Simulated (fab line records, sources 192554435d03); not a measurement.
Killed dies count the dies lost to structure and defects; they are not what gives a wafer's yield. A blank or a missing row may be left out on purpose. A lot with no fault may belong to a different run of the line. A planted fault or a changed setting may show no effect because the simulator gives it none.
Chamber matching + flow n5Finfet + N5_MOL_CONTACT_COAG_ETCHBACK_132 on rieDiel-03 has 4 sister chambers
The step etches SiO2 in CHF3, target depth 10 nm, time 6.7 s. 8 wafers are shown with their chamber, then 12 later ones without.

== WAFERS WITH THEIR CHAMBER ==
| wafer  | chamber | showerheadPlenumPTorr (Torr) | rfVppV (V) |
|--------|---------|------------------------------|------------|
| L083.2 | 0       | 2.45                         | 536        |
| L083.5 | 1       | 2.28                         | 529        |
| L085.5 | 0       | 2.44                         | 534        |
| L086.1 | 3       | 2.43                         | 513        |
| L086.5 | 2       | 2.29                         | 509        |
| L088.2 | 3       | 2.42                         | 513        |
| L088.3 | 2       | 2.29                         | 510        |
| L088.5 | 1       | 2.27                         | 528        |

== WAFERS WHOSE CHAMBER IS MISSING ==
| wafer  | showerheadPlenumPTorr (Torr) | rfVppV (V) |
|--------|------------------------------|------------|
| L089.2 | 2.27                         | 529        |
| L089.4 | 2.42                         | 513        |
| L089.6 | 2.29                         | 509        |
| L090.1 | 2.27                         | 528        |
| L090.5 | 2.27                         | 529        |
| L090.6 | 2.29                         | 509        |
| L094.4 | 2.42                         | 512        |
| L094.5 | 2.27                         | 528        |
| L094.6 | 2.44                         | 537        |
| L096.1 | 2.27                         | 528        |
| L096.2 | 2.28                         | 507        |
| L096.3 | 2.42                         | 513        |

== THE CHAMBER EACH PASSED THROUGH ==
| wafer  | from the rows above | in truth |
|--------|---------------------|----------|
| L089.2 | 1                   | 1        |
| L089.4 | 3                   | 3        |
| L089.6 | 2                   | 2        |
| L090.1 | 1                   | 1        |
| L090.5 | 1                   | 1        |
| L090.6 | 2                   | 2        |
| L094.4 | 3                   | 3        |
| L094.5 | 1                   | 1        |
| L094.6 | 0                   | 0        |
| L096.1 | 1                   | 1        |
| L096.2 | 2                   | 2        |
| L096.3 | 3                   | 3        |
12 of 12 placed correctly. Left unplaced by these rows: 0. Number placed wrongly: 0.
How it was worked out, from the rows above alone: a wafer's distance from a chamber is the root of the sum, over the readings, of the square of ((its reading less the chamber's mean) divided by the reading's scatter). If the next closest chamber is less than 2 further off than the closest, the wafer can't be placed; otherwise it belongs to the closest. A chamber's mean is the mean of its shown wafers. How the scatter is found: for the shown wafers, subtract from each reading the mean of its chamber, square and add these, divide the total by (wafers less chambers), then take the root.
